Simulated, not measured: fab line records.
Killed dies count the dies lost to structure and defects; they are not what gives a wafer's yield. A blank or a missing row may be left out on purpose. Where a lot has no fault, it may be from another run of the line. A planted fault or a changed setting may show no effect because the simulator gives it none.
Which tool was responsible? || flow nand-harc || Sampling: 11 lots, 33 wafers, 6 of 1159 route steps

== WHAT EACH GAUGE READ, for each wafer ==
NHARC_P_GATE_CD_MEAS_59: target cd 720 nm. Usual: cd-nm at 719.5 nm, with a standard deviation of 1.4.
{"lot": "L853", "measured": "day 5 06:56", "on": "cd-sem-03", "cd-nm (nm)": "719.8 718.1 719.1", "flag": ""}
{"lot": "L860", "measured": "day 7 04:10", "on": "cd-sem-01", "cd-nm (nm)": "719.0 718.7 718.0", "flag": ""}
{"lot": "L862", "measured": "day 7 19:58", "on": "cd-sem-03", "cd-nm (nm)": "721.0 721.0 720.7", "flag": ""}
{"lot": "L861", "measured": "day 7 20:13", "on": "cd-sem-02", "cd-nm (nm)": "719.8 719.4 720.4", "flag": ""}
{"lot": "L864", "measured": "day 8 12:35", "on": "cd-sem-02", "cd-nm (nm)": "701.2 700.2 699.6", "flag": "OFF"}
{"lot": "L867", "measured": "day 8 19:35", "on": "cd-sem-02", "cd-nm (nm)": "719.9 717.6 717.3", "flag": ""}
{"lot": "L872", "measured": "day 9 23:25", "on": "cd-sem-01", "cd-nm (nm)": "720.2 721.2 720.7", "flag": ""}
{"lot": "L873", "measured": "day 10 08:05", "on": "cd-sem-03", "cd-nm (nm)": "721.4 722.1 719.5", "flag": ""}
{"lot": "L874", "measured": "day 10 14:18", "on": "cd-sem-02", "cd-nm (nm)": "719.2 720.4 721.1", "flag": ""}
{"lot": "L875", "measured": "day 10 16:15", "on": "cd-sem-01", "cd-nm (nm)": "722.8 722.6 721.4", "flag": ""}
{"lot": "L876", "measured": "day 10 20:01", "on": "cd-sem-03", "cd-nm (nm)": "717.7 717.9 720.3", "flag": ""}

NHARC_END_SORT_01. Usual: killed-at-array 27, standard deviation 11; killed-at-other 0.8, standard deviation 1.4; killed-at-periphery 3.3, standard deviation 2; killed-dies 31, standard deviation 11; killed-open 3.4, standard deviation 1.8; killed-short 2.1, standard deviation 1.3.
{"lot": "L867", "measured": "day 22 15:11", "on": "prober-01", "killed-at-array": 45, "killed-at-other": 1, "killed-at-periphery": 0, "killed-dies": 46, "killed-open": 1, "killed-short": 2, "flag": ""}

== EACH LOT AND THE TOOL THAT RAN IT (in order: tool; ch and the chambers of the sampled wafers; start) ==
{"lot": "L853", "NHARC_P_GATE_STRIP_108": "rie-diel-08 ch 0,1,3, day 4 16:49", "NHARC_P_GATE_STRIP_101": "rie-diel-12 ch 0,1,2, day 5 03:11", "NHARC_P_GATE_EXPOSE_56": "krf-scanner-03 ch 0, day 5 06:47", "NHARC_P_GATE_DESCUM_61": "rie-diel-03 ch 1,2,3, day 5 07:07"}
{"lot": "L860", "NHARC_P_GATE_STRIP_108": "rie-diel-12 ch 0,3, day 6 15:01", "NHARC_P_GATE_STRIP_101": "rie-diel-08 ch 0,1,3, day 7 01:29", "NHARC_P_GATE_EXPOSE_56": "krf-scanner-02 ch 0, day 7 04:01", "NHARC_P_GATE_DESCUM_61": "rie-diel-03 ch 0,1,3, day 7 04:20"}
{"lot": "L862", "NHARC_P_GATE_STRIP_108": "rie-diel-12 ch 1,2,3, day 7 06:56", "NHARC_P_GATE_STRIP_101": "rie-diel-12 ch 1,2,3, day 7 17:18", "NHARC_P_GATE_EXPOSE_56": "krf-scanner-03 ch 0, day 7 19:49", "NHARC_P_GATE_DESCUM_61": "rie-diel-08 ch 0,2,3, day 7 20:08"}
{"lot": "L861", "NHARC_P_GATE_STRIP_108": "rie-diel-08 ch 1,2,3, day 7 07:24", "NHARC_P_GATE_STRIP_101": "rie-diel-12 ch 2,3, day 7 17:32", "NHARC_P_GATE_EXPOSE_56": "krf-scanner-04 ch 0, day 7 20:04", "NHARC_P_GATE_DESCUM_61": "rie-diel-12 ch 1,3, day 7 20:22"}
{"lot": "L864", "NHARC_P_GATE_STRIP_108": "rie-diel-08 ch 0,3, day 7 23:37", "NHARC_P_GATE_STRIP_101": "rie-diel-03 ch 0,1, day 8 09:56", "NHARC_P_GATE_EXPOSE_56": "krf-scanner-03 ch 0, day 8 12:26", "NHARC_P_GATE_DESCUM_61": "rie-diel-08 ch 2,3, day 8 12:45"}
{"lot": "L867", "NHARC_P_GATE_STRIP_108": "rie-diel-08 ch 0,3, day 8 06:31", "NHARC_P_GATE_STRIP_101": "rie-diel-03 ch 0,2,3, day 8 16:58", "NHARC_P_GATE_EXPOSE_56": "krf-scanner-04 ch 0, day 8 19:26", "NHARC_P_GATE_DESCUM_61": "rie-diel-03 ch 0,1, day 8 19:46"}
{"lot": "L872", "NHARC_P_GATE_STRIP_108": "rie-diel-12 ch 0,1, day 9 10:29", "NHARC_P_GATE_STRIP_101": "rie-diel-03 ch 0,2, day 9 20:52", "NHARC_P_GATE_EXPOSE_56": "krf-scanner-03 ch 0, day 9 23:16", "NHARC_P_GATE_DESCUM_61": "rie-diel-08 ch 1,3, day 9 23:35"}
{"lot": "L873", "NHARC_P_GATE_STRIP_108": "rie-diel-03 ch 2,3, day 9 19:24", "NHARC_P_GATE_STRIP_101": "rie-diel-08 ch 1,2, day 10 05:32", "NHARC_P_GATE_EXPOSE_56": "krf-scanner-02 ch 0, day 10 07:55", "NHARC_P_GATE_DESCUM_61": "rie-diel-12 ch 2,3, day 10 08:14"}
{"lot": "L874", "NHARC_P_GATE_STRIP_108": "rie-diel-12 ch 1,3, day 10 01:15", "NHARC_P_GATE_STRIP_101": "rie-diel-12 ch 0,2, day 10 11:37", "NHARC_P_GATE_EXPOSE_56": "krf-scanner-04 ch 0, day 10 14:08", "NHARC_P_GATE_DESCUM_61": "rie-diel-08 ch 0,1,2, day 10 14:29"}
{"lot": "L875", "NHARC_P_GATE_STRIP_108": "rie-diel-08 ch 0,1,3, day 10 01:21", "NHARC_P_GATE_STRIP_101": "rie-diel-12 ch 2,3, day 10 13:30", "NHARC_P_GATE_EXPOSE_56": "krf-scanner-02 ch 0, day 10 16:05", "NHARC_P_GATE_DESCUM_61": "rie-diel-12 ch 2,3, day 10 16:25"}
{"lot": "L876", "NHARC_P_GATE_STRIP_108": "rie-diel-08 ch 0,2,3, day 10 07:11", "NHARC_P_GATE_STRIP_101": "rie-diel-03 ch 0,1,3, day 10 17:24", "NHARC_P_GATE_EXPOSE_56": "krf-scanner-02 ch 0, day 10 19:52", "NHARC_P_GATE_DESCUM_61": "rie-diel-03 ch 0,1,3, day 10 20:11"}
- NHARC_P_GATE_STRIP_108: strips in O2.
- NHARC_P_GATE_STRIP_101: strips in O2, time 20 s.
- NHARC_P_GATE_EXPOSE_56: exposes mask P PSD, target cd 720 nm.
- NHARC_P_GATE_DESCUM_61: chemistry O2, time 3 s.

== WHAT THE TOOLS THEMSELVES READ (means of the sampled wafers that have a number; where no wafer has one, the mark that the record gives instead) ==
NHARC_P_GATE_STRIP_108. Usual: drypump-motor-current-A 5.9 A, standard deviation 0.47; oes-product-au 1.004 a.u., standard deviation 0.0066; rf-vpp-V 57.7 V, standard deviation 0.86; showerhead-plenum-p-Torr 3.50 Torr, standard deviation 0.13; throttle-valve-pct 17.037 %, standard deviation 0.0089.
{"lot": "L853", "tool": "rie-diel-08", "drypump-motor-current-A (A)": 5.6, "oes-product-au (a.u.)": 1.007, "rf-vpp-V (V)": 57.4, "showerhead-plenum-p-Torr (Torr)": 3.54, "throttle-valve-pct (%)": 17.045, "flag": ""}
{"lot": "L860", "tool": "rie-diel-12", "drypump-motor-current-A (A)": 6.0, "oes-product-au (a.u.)": 1.009, "rf-vpp-V (V)": 57.7, "showerhead-plenum-p-Torr (Torr)": 3.67, "throttle-valve-pct (%)": 17.030, "flag": ""}
{"lot": "L862", "tool": "rie-diel-12", "drypump-motor-current-A (A)": 5.7, "oes-product-au (a.u.)": 0.992, "rf-vpp-V (V)": 58.3, "showerhead-plenum-p-Torr (Torr)": 3.49, "throttle-valve-pct (%)": 17.038, "flag": ""}
{"lot": "L861", "tool": "rie-diel-08", "drypump-motor-current-A (A)": 5.5, "oes-product-au (a.u.)": 1.000, "rf-vpp-V (V)": 57.4, "showerhead-plenum-p-Torr (Torr)": 3.42, "throttle-valve-pct (%)": 17.041, "flag": ""}
{"lot": "L864", "tool": "rie-diel-08", "drypump-motor-current-A (A)": 5.6, "oes-product-au (a.u.)": 1.006, "rf-vpp-V (V)": 58.1, "showerhead-plenum-p-Torr (Torr)": 3.57, "throttle-valve-pct (%)": 17.041, "flag": ""}
{"lot": "L867", "tool": "rie-diel-08", "drypump-motor-current-A (A)": 5.2, "oes-product-au (a.u.)": 1.010, "rf-vpp-V (V)": 57.5, "showerhead-plenum-p-Torr (Torr)": 3.47, "throttle-valve-pct (%)": 17.037, "flag": ""}
{"lot": "L872", "tool": "rie-diel-12", "drypump-motor-current-A (A)": 6.1, "oes-product-au (a.u.)": 1.008, "rf-vpp-V (V)": 58.0, "showerhead-plenum-p-Torr (Torr)": 3.64, "throttle-valve-pct (%)": 17.032, "flag": ""}
{"lot": "L873", "tool": "rie-diel-03", "drypump-motor-current-A (A)": 6.5, "oes-product-au (a.u.)": 1.002, "rf-vpp-V (V)": 58.6, "showerhead-plenum-p-Torr (Torr)": 3.44, "throttle-valve-pct (%)": 17.034, "flag": ""}
{"lot": "L874", "tool": "rie-diel-12", "drypump-motor-current-A (A)": 5.8, "oes-product-au (a.u.)": 1.004, "rf-vpp-V (V)": 57.7, "showerhead-plenum-p-Torr (Torr)": 3.53, "throttle-valve-pct (%)": 17.037, "flag": ""}
{"lot": "L875", "tool": "rie-diel-08", "drypump-motor-current-A (A)": 5.5, "oes-product-au (a.u.)": 1.006, "rf-vpp-V (V)": 56.9, "showerhead-plenum-p-Torr (Torr)": 3.52, "throttle-valve-pct (%)": 17.037, "flag": ""}
{"lot": "L876", "tool": "rie-diel-08", "drypump-motor-current-A (A)": 5.5, "oes-product-au (a.u.)": 1.017, "rf-vpp-V (V)": 58.3, "showerhead-plenum-p-Torr (Torr)": 3.45, "throttle-valve-pct (%)": 17.043, "flag": ""}

NHARC_P_GATE_STRIP_101. Usual: drypump-motor-current-A 5.8 A, standard deviation 0.43; oes-product-au 1.003 a.u., standard deviation 0.0079; rf-vpp-V 57.8 V, standard deviation 0.85; showerhead-plenum-p-Torr 3.51 Torr, standard deviation 0.13; throttle-valve-pct 17.037 %, standard deviation 0.0093.
{"lot": "L853", "tool": "rie-diel-12", "drypump-motor-current-A (A)": 5.8, "oes-product-au (a.u.)": 0.999, "rf-vpp-V (V)": 58.6, "showerhead-plenum-p-Torr (Torr)": 3.56, "throttle-valve-pct (%)": 17.039, "flag": ""}
{"lot": "L860", "tool": "rie-diel-08", "drypump-motor-current-A (A)": 5.6, "oes-product-au (a.u.)": 1.011, "rf-vpp-V (V)": 58.8, "showerhead-plenum-p-Torr (Torr)": 3.53, "throttle-valve-pct (%)": 17.033, "flag": ""}
{"lot": "L862", "tool": "rie-diel-12", "drypump-motor-current-A (A)": 5.6, "oes-product-au (a.u.)": 0.997, "rf-vpp-V (V)": 58.0, "showerhead-plenum-p-Torr (Torr)": 3.49, "throttle-valve-pct (%)": 17.039, "flag": ""}
{"lot": "L861", "tool": "rie-diel-12", "drypump-motor-current-A (A)": 5.4, "oes-product-au (a.u.)": 0.995, "rf-vpp-V (V)": 56.6, "showerhead-plenum-p-Torr (Torr)": 3.45, "throttle-valve-pct (%)": 17.040, "flag": ""}
{"lot": "L864", "tool": "rie-diel-03", "drypump-motor-current-A (A)": 5.8, "oes-product-au (a.u.)": 0.990, "rf-vpp-V (V)": 57.4, "showerhead-plenum-p-Torr (Torr)": 3.64, "throttle-valve-pct (%)": 17.031, "flag": ""}
{"lot": "L867", "tool": "rie-diel-03", "drypump-motor-current-A (A)": 6.2, "oes-product-au (a.u.)": 0.998, "rf-vpp-V (V)": 57.6, "showerhead-plenum-p-Torr (Torr)": 3.45, "throttle-valve-pct (%)": 17.044, "flag": ""}
{"lot": "L872", "tool": "rie-diel-03", "drypump-motor-current-A (A)": 6.1, "oes-product-au (a.u.)": 1.001, "rf-vpp-V (V)": 57.9, "showerhead-plenum-p-Torr (Torr)": 3.38, "throttle-valve-pct (%)": 17.037, "flag": ""}
{"lot": "L873", "tool": "rie-diel-08", "drypump-motor-current-A (A)": 5.8, "oes-product-au (a.u.)": 1.008, "rf-vpp-V (V)": 57.2, "showerhead-plenum-p-Torr (Torr)": 3.47, "throttle-valve-pct (%)": 17.041, "flag": ""}
{"lot": "L874", "tool": "rie-diel-12", "drypump-motor-current-A (A)": 5.8, "oes-product-au (a.u.)": 1.009, "rf-vpp-V (V)": 57.5, "showerhead-plenum-p-Torr (Torr)": 3.60, "throttle-valve-pct (%)": 17.041, "flag": ""}
{"lot": "L875", "tool": "rie-diel-12", "drypump-motor-current-A (A)": 5.4, "oes-product-au (a.u.)": 1.000, "rf-vpp-V (V)": 57.4, "showerhead-plenum-p-Torr (Torr)": 3.44, "throttle-valve-pct (%)": 17.031, "flag": ""}
{"lot": "L876", "tool": "rie-diel-03", "drypump-motor-current-A (A)": 6.1, "oes-product-au (a.u.)": 1.001, "rf-vpp-V (V)": 57.5, "showerhead-plenum-p-Torr (Torr)": 3.57, "throttle-valve-pct (%)": 17.035, "flag": ""}

NHARC_P_GATE_DESCUM_61. Usual: drypump-motor-current-A 5.8 A, standard deviation 0.45; oes-product-au 1.004 a.u., standard deviation 0.0074; rf-vpp-V 57.6 V, standard deviation 0.89; showerhead-plenum-p-Torr 1.90 Torr, standard deviation 0.077; throttle-valve-pct 11.312 %, standard deviation 0.0084.
{"lot": "L853", "tool": "rie-diel-03", "drypump-motor-current-A (A)": 6.2, "oes-product-au (a.u.)": 1.008, "rf-vpp-V (V)": 58.5, "showerhead-plenum-p-Torr (Torr)": 1.91, "throttle-valve-pct (%)": 11.314, "flag": ""}
{"lot": "L860", "tool": "rie-diel-03", "drypump-motor-current-A (A)": 6.1, "oes-product-au (a.u.)": 1.000, "rf-vpp-V (V)": 57.8, "showerhead-plenum-p-Torr (Torr)": 1.94, "throttle-valve-pct (%)": 11.307, "flag": ""}
{"lot": "L862", "tool": "rie-diel-08", "drypump-motor-current-A (A)": 5.5, "oes-product-au (a.u.)": 1.003, "rf-vpp-V (V)": 57.0, "showerhead-plenum-p-Torr (Torr)": 1.87, "throttle-valve-pct (%)": 11.315, "flag": ""}
{"lot": "L861", "tool": "rie-diel-12", "drypump-motor-current-A (A)": 5.9, "oes-product-au (a.u.)": 1.004, "rf-vpp-V (V)": 57.5, "showerhead-plenum-p-Torr (Torr)": 1.91, "throttle-valve-pct (%)": 11.308, "flag": ""}
{"lot": "L864", "tool": "rie-diel-08", "drypump-motor-current-A (A)": 5.1, "oes-product-au (a.u.)": 1.015, "rf-vpp-V (V)": 57.7, "showerhead-plenum-p-Torr (Torr)": 1.81, "throttle-valve-pct (%)": 11.327, "flag": ""}
{"lot": "L867", "tool": "rie-diel-03", "drypump-motor-current-A (A)": 5.9, "oes-product-au (a.u.)": 0.999, "rf-vpp-V (V)": 58.1, "showerhead-plenum-p-Torr (Torr)": 1.94, "throttle-valve-pct (%)": 11.317, "flag": ""}
{"lot": "L872", "tool": "rie-diel-08", "drypump-motor-current-A (A)": 5.2, "oes-product-au (a.u.)": 1.004, "rf-vpp-V (V)": 58.5, "showerhead-plenum-p-Torr (Torr)": 1.85, "throttle-valve-pct (%)": 11.306, "flag": ""}
{"lot": "L873", "tool": "rie-diel-12", "drypump-motor-current-A (A)": 5.4, "oes-product-au (a.u.)": 0.996, "rf-vpp-V (V)": 55.9, "showerhead-plenum-p-Torr (Torr)": 1.87, "throttle-valve-pct (%)": 11.312, "flag": ""}
{"lot": "L874", "tool": "rie-diel-08", "drypump-motor-current-A (A)": 5.8, "oes-product-au (a.u.)": 1.015, "rf-vpp-V (V)": 58.3, "showerhead-plenum-p-Torr (Torr)": 1.90, "throttle-valve-pct (%)": 11.308, "flag": ""}
{"lot": "L875", "tool": "rie-diel-12", "drypump-motor-current-A (A)": 5.5, "oes-product-au (a.u.)": 1.008, "rf-vpp-V (V)": 57.5, "showerhead-plenum-p-Torr (Torr)": 1.89, "throttle-valve-pct (%)": 11.315, "flag": ""}
{"lot": "L876", "tool": "rie-diel-03", "drypump-motor-current-A (A)": 6.1, "oes-product-au (a.u.)": 0.999, "rf-vpp-V (V)": 58.4, "showerhead-plenum-p-Torr (Torr)": 1.94, "throttle-valve-pct (%)": 11.311, "flag": ""}

== THE ANSWER, worked out from the rows above alone ==
Rule: take the mean of a lot's wafers that have a number; if it is more than 3 standard deviations from the usual mean, the lot is off. A lot without any number at a reading at which 4 lots or more have one is off too. All remaining lots with rows at the step are treated as sound. The gauges are gone through in route order, then the tools' own readings, and for those a lot's mean is taken as printed above. The first step at which some lot is off is used, and at that step the reading that is off furthest; a lot without a number counts as furthest.
Off: L864, at NHARC_P_GATE_CD_MEAS_59 (cd-nm).
A tool fits if, at a process step before that reading, it ran every lot that is off, and no sound lot after the first of them. Those tools and the gauges at NHARC_P_GATE_CD_MEAS_59 are tried in the same way. Of those tried, none fits.

== WHAT THE SIMULATOR HAD PUT IN ==
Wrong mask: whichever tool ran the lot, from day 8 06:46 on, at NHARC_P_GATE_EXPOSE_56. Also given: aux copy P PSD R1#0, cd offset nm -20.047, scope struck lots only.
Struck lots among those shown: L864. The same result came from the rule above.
